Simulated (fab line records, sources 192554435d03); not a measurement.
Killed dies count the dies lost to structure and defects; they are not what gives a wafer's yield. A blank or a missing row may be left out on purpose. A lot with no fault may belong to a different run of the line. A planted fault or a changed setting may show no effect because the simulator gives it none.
fab line records	flow n5-finfet
record: lots: 5	wafers: 15	last-day: 17
route steps=1938 shown BEOL_M1@832 BEOL_M2@841 BEOL_M4@1111 PASSIVATION@1936
lots that met no fault: taken from a fault-free run of the same line
start-h: start of the lot's first displayed wafer, in hours after the record's first day	wait-h: hours since the lot's step before	" identical to the entry in the row above	L1.1+2: several wafers, shown together as one row	- value missing, or start not given	* or withheld: withheld	< > ~ a bound
route shown NAME@n: NAME is a module with steps in the file, n the number in the route of the first one	usual: mean and standard deviation over wafers with no fault	same: alike in all rows	chamber/n: place in a boat	sites: readings site by site	_std_site: standard deviation of those values	_edge_site: outer sites' mean less inner sites'	radius-mm: how far each site lies from the wafer's centre	mask NAME#n: copy n	behind: tool/chamber where the wafer was last shaped	hold: reason for holding the lot/hours on hold/outcome of the hold	device: the transistor (n, p or np) that didn't switch	end of line: at the end of the route, the tests of the same wafers	a step with no rows: only its recipe	killed: at the first sort, the dies lost to defects and structure; wafer yield is something else	map: dies across one wafer; x = killed, . = not, _ = none there
set.NAME: setting as actually run; set.NAME@STEP: the setting as run at that earlier step	model.NAME: the simulator's own value behind a step, which no gauge read
certain route steps with their lots: each step a table, each wafer a row
services: when a tool's chamber went out of use (start-h, in hours from the record's first day, below 0 if earlier), for how many hours, and the reason
== steps ==
step: N5_BEOL_M1_ANNEAL_51
recipe: temp-c: 225	time-s: 90	ambient: N2
step: N5_BEOL_M1_CMP_52
recipe: stop-on: SiOC	t-overpolish-s: 6.8	down-force-psi: 1	platen-rpm: 50	clearing-platen-down-force-psi: 1.5	clearing-platen-rpm: 50	post-cmp-clean: cu-alkaline	target-thk-nm: 40	clearing-platen-pad-velocity-m-s: 0.99484	pad-velocity-m-s: 0.99484
usual: barrier-field-endpoint-s: 24.9/0.73	motor-current-A: 6.2/0.74	overpolish-run-s: 6.800/0.0089	retaining-ring-pressure-frac: 1.000/0.0052	time-to-endpoint-s: 64/4
lot.wafer	tool	chamber	start-h	wait-h	barrier-field-endpoint-s	motor-current-A	overpolish-run-s	retaining-ring-pressure-frac	time-to-endpoint-s
L942.4	cmp-02	0	135.30	0.2	24.5	7.2	6.781	1.011	59
L942.2	"	2	"	"	23.8	6.8	6.809	0.989	62
L942.5	"	3	"	"	24.0	5.9	6.800	1.003	60
L946.4	cmp-02	3	166.32	0.2	24.4	5.6	6.799	1.004	58
L946.3	"	1	"	"	24.6	6.1	6.809	1.000	62
L946.5	"	3	"	"	25.1	6.0	6.816	0.996	59
L955.3	cmp-02	1	211.34	0.2	24.4	5.7	6.802	1.001	67
L955.1	"	2	"	"	25.1	6.9	6.789	1.001	69
L955.5	"	0	"	"	24.3	7.2	6.780	1.005	65
L963.1	cmp-04	0	257.55	0.3	24.4	4.8	6.815	0.995	64
L963.3	"	1	"	"	24.4	6.6	6.809	1.001	60
L963.6	"	3	"	"	25.5	5.0	6.802	0.997	70
L964.2	cmp-02	1	265.58	0.2	25.7	6.0	6.804	1.001	72
L964.3	"	2	"	"	25.5	6.8	6.797	0.997	69
L964.6	"	1	"	"	26.4	5.6	6.801	1.003	69
step: N5_BEOL_M1_THK_MEAS_53
recipe: thk-meas-gauge: xrf	reads: Cu_of_BEOL_M1_ECD_50
usual: M1_THK: 40.9/1.5
lot.wafer	tool	chamber	start-h	wait-h	M1_THK[nm]
L942.2	film-metro-02	-	135.56	-	38.0
L942.4	"	-	"	"	40.4
L942.5	"	-	"	"	40.1
L946.3	film-metro-02	-	166.57	-	40.0
L946.4	"	-	"	"	40.6
L946.5	"	-	"	"	40.3
L955.1	film-metro-02	-	211.59	-	42.2
L955.3	"	-	"	"	40.4
L955.5	"	-	"	"	39.6
L963.1	film-metro-02	-	257.77	-	41.6
L963.3	"	-	"	"	39.9
L963.6	"	-	"	"	41.9
L964.2	film-metro-02	-	265.84	-	38.9
L964.3	"	-	"	"	41.2
L964.6	"	-	"	"	40.6
step: N5_BEOL_M1_PRE_CLEAN_60
recipe: gas: NH3/H2	time-s: 15	temp-c: *	rf-power-w: 300
step: N5_BEOL_M1_CO_CAP_55
recipe: material: Co	target-thk-a: 20	temp-c: 200	precursor: CCTBA/H2	pressure-torr: 30	time-s: 102.1
usual: heater-power-w: 233/23
same: time-s: 102.1
lot.wafer	tool	chamber	start-h	wait-h	heater-power-w
L942.2	cvd-co-01	0	135.65	0.0	250
L942.4	"	2	"	"	192
L942.5	"	0	"	"	255
L946.3	cvd-co-02	1	166.65	0.0	256
L946.4	"	1	"	"	242
L946.5	"	0	"	"	233
L955.1	cvd-co-02	2	211.67	0.0	227
L955.3	"	0	"	"	240
L955.5	"	2	"	"	222
L963.1	cvd-co-01	2	257.85	0.0	195
L963.3	"	1	"	"	243
L963.6	"	1	"	"	241
L964.2	cvd-co-01	0	265.92	0.0	257
L964.3	"	2	"	"	196
L964.6	"	1	"	"	248
step: N5_BEOL_M1_PRE_CLEAN_56
recipe: gas: NH3	time-s: 15	temp-c: withheld	rf-power-w: 300
step: N5_BEOL_M1_DEP_57
recipe: material: SiCN	target-thk-a: 80	temp-c: withheld	precursor: 3MS/NH3	pressure-torr: 3	rf-w: 202	time-s: 14
usual: showerhead-plenum-p-Torr: 3.666/0.013	throttle-valve-pct: 9.0/0.44
same: time-s: 14
lot.wafer	tool	chamber	start-h	wait-h	showerhead-plenum-p-Torr	throttle-valve-pct
L942.2	pecvd-03	0	135.80	0.0	3.658	9.4
L942.4	"	0	"	"	3.657	9.5
L942.5	"	1	"	"	3.662	9.0
L946.3	pecvd-04	0	166.77	0.0	3.659	9.3
L946.4	"	1	"	"	3.649	8.7
L946.5	"	2	"	"	3.631	9.4
L955.1	pecvd-02	0	211.79	0.0	3.672	9.1
L955.3	"	2	"	"	3.664	8.4
L955.5	"	1	"	"	3.688	9.1
L963.1	pecvd-02	0	257.97	0.0	3.675	9.3
L963.3	"	1	"	"	3.678	9.1
L963.6	"	0	"	"	3.677	9.0
L964.2	pecvd-03	2	266.03	0.0	3.681	8.5
L964.3	"	0	"	"	3.659	9.6
L964.6	"	2	"	"	3.683	8.4
step: N5_BEOL_M1_RS_MEAS_58
recipe: thk-meas-gauge: four-point-probe	reads: Co_of_BEOL_M1_CO_CAP_55+Cu_of_BEOL_M1_ECD_50+Co_of_BEOL_M1_CVD_47+TaN_of_BEOL_M1_ALD_84
usual: M1_RS: 0.66/0.03
lot.wafer	tool	chamber	start-h	wait-h	M1_RS[ohm/sq]
L942.2	film-metro-02	-	135.87	0.1	0.73
L942.4	"	-	"	"	0.68
L942.5	"	-	"	"	0.68
L946.3	film-metro-01	-	166.83	0.1	0.67
L946.4	"	-	"	"	0.66
L946.5	"	-	"	"	0.67
L955.1	film-metro-02	-	211.86	0.1	0.63
L955.3	"	-	"	"	0.67
L955.5	"	-	"	"	0.69
L963.1	film-metro-01	-	258.03	0.0	0.65
L963.3	"	-	"	"	0.69
L963.6	"	-	"	"	0.65
L964.2	film-metro-02	-	266.10	0.1	0.70
L964.3	"	-	"	"	0.65
L964.6	"	-	"	"	0.66
step: N5_BEOL_M1_INSPECT_59
recipe: inspect-instrument: darkfield	mode: post-dep
usual: raw-defect-count: 70/25
lot.wafer	tool	chamber	start-h	wait-h	raw-defect-count
L942.2	defect-inspect-01	-	135.90	0.0	35
L942.4	"	-	"	"	48
L942.5	"	-	"	"	62
L946.3	defect-inspect-01	-	166.86	0.0	86
L946.4	"	-	"	"	43
L946.5	"	-	"	"	41
L955.1	defect-inspect-02	-	211.88	0.0	70
L955.3	"	-	"	"	63
L955.5	"	-	"	"	80
L963.1	defect-inspect-02	-	258.06	0.0	61
L963.3	"	-	"	"	73
L963.6	"	-	"	"	68
L964.2	defect-inspect-01	-	266.13	0.0	42
L964.3	"	-	"	"	53
L964.6	"	-	"	"	54
step: N5_BEOL_M2_ILD_DEP_00
recipe: material: SiOC	target-thk-a: 790	temp-c: 350	precursor: DEMS/O2	pressure-torr: 5	rf-w: 500	time-s: 15.3
usual: heater-power-w: 508/88	showerhead-plenum-p-Torr: 5.687/0.016	throttle-valve-pct: 11.9/0.45
same: time-s: 15.3
lot.wafer	tool	chamber	start-h	wait-h	heater-power-w	showerhead-plenum-p-Torr	throttle-valve-pct
L942.2	pecvd-01	0	135.93	0.0	463	5.688	12.1
L942.4	"	2	"	"	588	5.712	11.4
L942.5	"	1	"	"	381	5.685	11.7
L946.3	pecvd-01	0	166.90	0.0	449	5.693	12.4
L946.4	"	2	"	"	593	5.708	11.3
L946.5	"	0	"	"	453	5.695	12.4
L955.1	pecvd-01	0	211.92	0.0	472	5.693	12.0
L955.3	"	0	"	"	469	5.683	12.5
L955.5	"	0	"	"	481	5.674	12.1
L963.1	pecvd-04	0	258.10	0.0	617	5.670	12.3
L963.3	"	2	"	"	653	5.666	12.3
L963.6	"	0	"	"	629	5.676	12.2
L964.2	pecvd-01	2	266.16	0.0	570	5.710	11.5
L964.3	"	1	"	"	423	5.691	11.7
L964.6	"	1	"	"	446	5.674	11.8
step: N5_BEOL_M2_THK_MEAS_01
recipe: reads: SiOC_of_BEOL_M2_ILD_DEP_00
usual: M2_ILD_THK: 78.6/1
lot.wafer	tool	chamber	start-h	wait-h	M2_ILD_THK[nm]
L942.2	film-metro-02	-	136.00	0.1	79.1
L942.4	"	-	"	"	80.3
L942.5	"	-	"	"	79.8
L946.3	film-metro-02	-	166.96	0.1	78.2
L946.4	"	-	"	"	78.4
L946.5	"	-	"	"	78.5
L955.1	film-metro-02	-	212.00	0.1	77.4
L955.3	"	-	"	"	78.7
L955.5	"	-	"	"	78.6
L963.1	film-metro-01	-	258.16	0.0	78.3
L963.3	"	-	"	"	79.0
L963.6	"	-	"	"	80.1
L964.2	film-metro-02	-	266.23	0.1	79.5
L964.3	"	-	"	"	78.4
L964.6	"	-	"	"	78.4
step: N5_BEOL_M2_PECVD_72
recipe: material: SiO2	target-thk-a: 160	temp-c: 400	precursor: TEOS/O2	pressure-torr: 5.5	rf-w: 450	teos-flow-sccm: 53.8	gas: O2	flow-sccm: 3000	time-s: 18
step: N5_BEOL_M2_HM_DEP_02
recipe: material: TiN	target-thk-a: 200	temp-c: 25	chamber-pressure-pa: 0.49996
usual: throttle-valve-pct: 29.8/1.6
lot.wafer	tool	chamber	start-h	wait-h	throttle-valve-pct
L942.2	pvd-sputter-02	-	137.63	1.6	28.6
L942.4	"	-	"	"	32.8
L942.5	"	-	"	"	29.1
L946.3	pvd-sputter-03	-	169.08	2.1	30.9
L946.4	"	-	"	"	27.8
L946.5	"	-	"	"	27.7
L955.1	pvd-sputter-03	-	212.52	0.5	31.5
L955.3	"	-	"	"	28.3
L955.5	"	-	"	"	31.1
L963.1	pvd-sputter-02	-	261.76	3.5	28.4
L963.3	"	-	"	"	31.1
L963.6	"	-	"	"	32.1
L964.2	pvd-sputter-02	-	267.11	0.8	32.8
L964.3	"	-	"	"	28.8
L964.6	"	-	"	"	30.9
step: N5_BEOL_M2_COAT_61
recipe: resist: SOC	temp-c: 250	time-s: 60	spin-rpm: 1500	resist-thk-nm: 60
step: N5_BEOL_M2_COAT_62
recipe: resist: SiARC	temp-c: 220	time-s: 60	spin-rpm: 1500	resist-thk-nm: 12
step: N5_BEOL_M2_COAT_73
recipe: resist: underlayer	temp-c: 205	time-s: 60	spin-rpm: 1500	resist-thk-nm: 5
step: N5_BEOL_M2_COAT_05
recipe: resist: CAR-EUV	spin-rpm: 1500	resist-thk-nm: 30
step: N5_BEOL_M2_EBR_07
recipe: solvent: PGMEA	ebr-width-mm: 1.5
step: N5_BEOL_M2_SOFTBAKE_06
recipe: temp-c: 110	time-s: 60	resist: CAR-EUV
step: N5_BEOL_M2_EXPOSE_08
recipe: mask-id: M2	na: 0.33	source-shape: dipole	sigma-inner: 0.369	sigma-outer: 0.767	polarization: unpolarized	dose-mj: 41.25
step: N5_BEOL_M2_PEB_09
recipe: peb-temp-c: 100	peb-time-s: 60	resist: CAR-EUV
step: N5_BEOL_M2_DEVELOP_10
recipe: develop-time-s: 30	developer: TMAH	resist: CAR-EUV	rinse-liquid: surfactant-rinse	dry: air-spin	dev-temp-c: 23
step: N5_BEOL_M2_CD_MEAS_11
recipe: target-cd-nm: 16.79	landing-energy-ev: 500	detector: se-inlens	polarity: opening
usual: cd-nm: 16.73/0.24
lot.wafer	tool	chamber	start-h	wait-h	cd-nm
L942.2	cd-sem-01	0	138.15	-	16.30
L942.4	"	0	"	"	16.79
L942.5	"	0	"	"	16.93
L946.3	cd-sem-01	0	169.48	-	16.98
L946.4	"	0	"	"	16.86
L946.5	"	0	"	"	16.68
L955.1	cd-sem-01	0	213.05	-	16.52
L955.3	"	0	"	"	16.53
L955.5	"	0	"	"	16.94
L963.1	cd-sem-01	0	262.15	-	16.87
L963.3	"	0	"	"	16.57
L963.6	"	0	"	"	16.78
L964.2	cd-sem-03	0	267.63	-	16.87
L964.3	"	0	"	"	16.74
L964.6	"	0	"	"	16.82
step: N5_BEOL_M2_OVL_MEAS_12
recipe: points-per-wafer: 522
usual: M2_OVL: -0.3/0.72
lot.wafer	tool	chamber	start-h	wait-h	M2_OVL[nm]
L942.2	overlay-02	0	138.18	0.0	-0.5
L942.4	"	0	"	"	0.2
L942.5	"	0	"	"	0.1
L946.3	overlay-02	0	169.52	0.0	-0.6
L946.4	"	0	"	"	-0.1
L946.5	"	0	"	"	-0.2
L955.1	overlay-02	0	213.08	0.0	0.1
L955.3	"	0	"	"	0.0
L955.5	"	0	"	"	0.0
L963.1	overlay-02	0	262.18	0.0	0.2
L963.3	"	0	"	"	0.0
L963.6	"	0	"	"	0.1
L964.2	overlay-01	0	267.67	0.0	-0.8
L964.3	"	0	"	"	-0.6
L964.6	"	0	"	"	-1.0
step: N5_BEOL_M2_INSPECT_13
recipe: mode: adi	inspect-instrument: brightfield
usual: raw-defect-count: 381/93
lot.wafer	tool	chamber	start-h	wait-h	raw-defect-count
L942.2	defect-inspect-01	-	138.24	0.0	266
L942.4	"	-	"	"	268
L942.5	"	-	"	"	313
L946.3	defect-inspect-01	-	169.57	0.0	371
L946.4	"	-	"	"	241
L946.5	"	-	"	"	336
L955.1	defect-inspect-02	-	213.14	0.1	421
L955.3	"	-	"	"	699
L955.5	"	-	"	"	367
L963.1	defect-inspect-01	-	262.24	0.1	313
L963.3	"	-	"	"	364
L963.6	"	-	"	"	378
L964.2	defect-inspect-01	-	267.72	0.0	301
L964.3	"	-	"	"	315
L964.6	"	-	"	"	292
step: N5_BEOL_M2_DESCUM_16
recipe: chemistry: O2	time-s: 7	source-power-w: 50	bias-power-w: 20	pressure-mtorr: 20	rf-frequency-hz: 2.712e+07	temp-c: 40	resist: CAR-EUV	o2-flow-sccm: 225
usual: drypump-motor-current-A: 5.7/0.42	oes-product-au: 0.77/0.09	rf-vpp-V: 243.2/1.7	showerhead-plenum-p-Torr: 2.09/0.1	throttle-valve-pct: 20.49/0.16
same: time-s: 7
lot.wafer	tool	chamber	start-h	wait-h	drypump-motor-current-A	oes-product-au	rf-hours-counter-h	rf-vpp-V	showerhead-plenum-p-Torr	throttle-valve-pct
L942.2	rie-diel-06	0	138.65	0.4	6.0	0.78	128	243.3	2.21	20.64
L942.4	"	3	"	"	5.7	0.81	-	244.4	2.20	20.51
L942.5	"	1	"	"	5.8	0.73	-	242.4	2.06	20.64
L946.3	rie-diel-06	1	169.60	0.0	5.7	0.70	236	242.3	2.05	20.67
L946.4	"	3	"	"	5.8	0.80	125	245.5	2.19	20.50
L946.5	"	3	"	"	5.7	0.79	-	245.0	2.19	20.51
L955.1	rie-diel-05	0	213.18	0.0	5.3	0.74	169	241.9	1.90	20.57
L955.3	"	3	"	"	5.1	0.72	217	242.5	2.06	20.42
L955.5	"	3	"	"	5.1	0.71	-	241.3	2.06	20.42
L963.1	rie-diel-06	3	262.28	0.0	5.7	0.76	156	245.3	2.18	20.57
L963.3	"	2	"	"	5.6	0.68	240	242.7	1.98	20.59
L963.6	"	1	"	"	5.7	0.91	-	242.0	2.04	20.24
L964.2	rie-diel-01	2	267.87	0.1	6.3	0.95	5	243.8	2.13	19.97
L964.3	"	1	"	"	6.1	0.68	230	243.1	2.04	20.53
L964.6	"	0	"	"	5.4	0.76	-	243.4	2.11	20.35
step: N5_BEOL_M4_RC_MEAS_101
usual: DIBL_N: 35.9/1.4	DIBL_P: 35.9/1.7	IOFF_N: 0.160/0.026	IOFF_P: 0.21/0.036	ION_N: 672/11	ION_P: 461/8.1	SS_N: 71.4/0.54	SS_P: 73.2/0.67	VT_N: 249.3/2.7	VT_P: -250/3.9
lot.wafer	tool	chamber	start-h	wait-h	DIBL_N[mV/V]	DIBL_P[mV/V]	IOFF_N[nA/um]	IOFF_P[nA/um]	ION_N[uA/um]	ION_P[uA/um]	SS_N[mV/dec]	SS_P[mV/dec]	VT_N[mV]	VT_P[mV]
L942.2	prober-01	0	161.78	0.2	36.8	37.7	0.200	0.31	685	476	72.0	74.3	247.4	-240
L942.4	"	0	"	"	35.4	35.9	0.170	0.26	678	475	71.1	73.8	245.1	-245
L942.5	"	0	"	"	36.1	36.6	0.182	0.28	680	474	71.8	73.4	247.2	-244
L946.3	prober-02	0	204.73	0.3	33.6	33.4	0.128	0.16	660	457	71.2	71.9	251.0	-257
L946.4	"	0	"	"	37.0	38.6	0.193	0.24	695	470	71.4	74.5	245.2	-250
L946.5	"	0	"	"	32.3	32.6	0.111	0.14	654	447	70.7	72.3	252.4	-256
L955.1	prober-01	0	250.32	0.0	37.1	36.1	0.182	0.25	678	466	71.1	74.1	247.4	-245
L955.3	"	0	"	"	38.1	37.9	0.199	0.26	676	465	72.3	74.0	247.2	-247
L955.5	"	0	"	"	36.6	36.7	0.176	0.25	686	471	71.2	73.4	247.0	-246
L963.1	prober-02	0	291.59	0.0	37.4	37.5	0.186	0.24	686	467	71.7	73.2	244.6	-249
L963.3	"	0	"	"	36.3	35.5	0.146	0.21	669	461	71.2	72.5	250.1	-248
L963.6	"	0	"	"	37.3	36.0	0.164	0.21	661	456	71.2	73.2	250.7	-252
L964.2	prober-01	0	309.85	0.2	34.5	35.1	0.159	0.19	681	463	71.0	73.0	249.1	-252
L964.3	"	0	"	"	35.1	37.1	0.174	0.22	690	470	71.7	73.1	246.4	-252
L964.6	"	0	"	"	34.4	35.6	0.158	0.20	682	466	71.4	72.7	248.8	-251
step: N5_PASSIVATION_PROBE_49
usual: defect-limited-yield: 90.9/1.5	killed_at_M0_to_M3: 35/10	killed_at_M4_up: 14/5.2	killed-at-contacts: 13/7.3	killed-at-front-end: 42/12	killed-at-other: 3.4/2.5	killed-dies: 108/18	killed-open: 70/13	killed-short: 35/8	sort_bin_5_function: 5.4/1	sort_bin_6_memory: 3.4/0.71	sort-n-pass: 1072/18	sort-yield-pct: 90.9/1.5
same: gross-dies: 1180	killed-at-back-side: 0	sort_bin_4_leakage[%]: 0	sort_bin_8_speed[%]: 0
lot.wafer	tool	chamber	start-h	wait-h	defect-limited-yield[%]	killed_at_M0_to_M3	killed_at_M4_up	killed-at-contacts	killed-at-front-end	killed-at-other	killed-dies	killed-open	killed-short	sort_bin_5_function[%]	sort_bin_6_memory[%]	sort-n-pass	sort-yield-pct[%]
L955.3	prober-01	-	366.45	0.1	83.0	108	11	8	70	4	201	80	37	11.4	4.6	979	83.0
killed by level:class
L955.3 BEOL_M2:unspecified=82 STI_FIN_REVEAL:geometric-particle:open=22 FIN_SAQP:geometric-particle:short=11 DUMMY_GATE:geometric-particle:open=11 FIN_SAQP:geometric-particle:open=7 MOL_CONTACT_COAG:geometric-particle:open=7 BEOL_M2:geometric-particle:open=5 BEOL_M0_SAQP:geometric-particle:open=4
map L955.3 (x killed, . not)
_________________.xxxxxxxx...________________
______________.xxxxxxxxxxx...x.._____________
___________xxxxxxxxxxxxxxx.xx......__________
__________..x.x.xxxxxxxxxx......x..._________
________.....x.xxxxxxxxxxxxx.........._______
_______...xxx...xxxxxxxxx..............______
______x.........xxxxxx.x..........x....._____
_____......x...xx..xxxx.x............x...____
____...............xxx......x.x...x..x....___
___.......xxx..x....x.x.......x..xx....x...__
___........x...x....x.x...x................__
__.x............x..x.x.x...........x......x._
__x.x..x.......x...................x........_
_...x.....x...x.........x........x...........
_..x...................x..............x..x...
_..x.........................x..x....x.......
_...................x........................
_.........x.....................x.......x..x.
_............x...........x...x....x.........x
_........x................x.x.x..............
_.............x..x...x..x...........x........
__..xx......x....................x.........._
__...x..x..x.......x.x.......x.x.........x.._
___..................x.....x.............x.__
___...x.............x.....x..x.............__
____.x.....x..x.....x..x.........x.....x..___
_____...................x...x............____
______.x...........x.........x....x...x._____
_______...................x.x....x.....______
________........x......x.............._______
__________......x..................._________
___________........................__________
______________............x....._____________
_________________.....x......________________
map L946.5 (x killed, . not)
_________________............________________
______________.....x.....x......_____________
___________......x.........x.......__________
__________..xx.x.........x.........._________
________......x.....xx...x............_______
_______................................______
______......x.xx...................x...._____
_____.............xx..........x...x......____
____.........x...........x.x...x......x...___
___.....x..................................__
___...x.................x............x.....__
__..........x.x...x.......x......x........x._
__x.x..............x................x.x....._
_.........x.x.x...................x..........
_..x.................x................x......
_......................x............x.x......
_x..................x.x........x.....x.......
_..x...........x.....................x.......
_............x.....x..........x..............
_.x.......x..........x....................x..
_.x....x...........x.........................
__................x........................._
__.x....x....................x.....x....x..._
___.x.........x............................__
___.x.x...........x...........x.x..........__
____.....x.................x..............___
_____...x...................x........x...____
______.x...x.......................x...._____
_______.......x...........x.......x....______
________........x.............x.x....._______
__________xxxx...........x...x..x..._________
___________x.......................__________
______________....x.x..........._____________
_________________..x......x..________________
== services ==
tool	chamber	start-h	hours	kind
rie-diel-06	2	130.51	8.3	repair
pvd-sputter-03	-	134.43	3.8	repair
cvd-co-02	-	138.31	0.3	repair
pvd-sputter-02	-	138.49	1.9	repair
pecvd-02	-	149.20	1.5	repair
cmp-02	-	149.95	1.8	repair
pvd-sputter-03	-	149.97	2.2	repair
cmp-04	-	158.07	4.0	pm
cmp-02	-	158.13	5.8	repair
rie-diel-06	3	159.99	6.8	repair
pecvd-02	0	162.79	21.3	repair
cmp-04	-	163.54	6.9	pm
pecvd-02	-	174.89	0.7	repair
pecvd-01	-	178.63	6.0	pm
cvd-co-02	-	179.76	2.8	pm
cmp-04	-	182.52	2.2	repair
pecvd-02	-	185.19	4.3	pm
pecvd-01	2	207.56	17.3	repair
pecvd-03	-	212.33	5.2	repair
cvd-co-02	-	215.16	6.9	pm
cvd-co-01	0	215.84	2.9	repair
cvd-co-02	-	228.18	3.4	repair
cmp-02	-	251.11	4.0	pm
pecvd-03	-	266.75	2.8	pm
== key ==
first-sign: step: N5_BEOL_M2_INSPECT_13	reading: raw-defect-count	direction: up	sigmas: 3.4	usual: 381	struck: 699
effect: step: N5_PASSIVATION_PROBE_49	reading: killed_at_M0_to_M3	direction: up	sigmas: 7	usual: 35	struck: 108
more-kills-born-at: N5_BEOL_M2_HM_DEP_02@pvd-sputter-03: 82
met-at N5_BEOL_M2_HM_DEP_02
struck-wafers L955.3
fault: kind: chamber-particle-source	tool: pvd-sputter-03	chamber: -	onset-h: 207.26	steps: N5_BEOL_M2_HM_DEP_02	rate-per-visit-cm2: 0.42913	end-h: 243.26	scope: struck-wafers-only
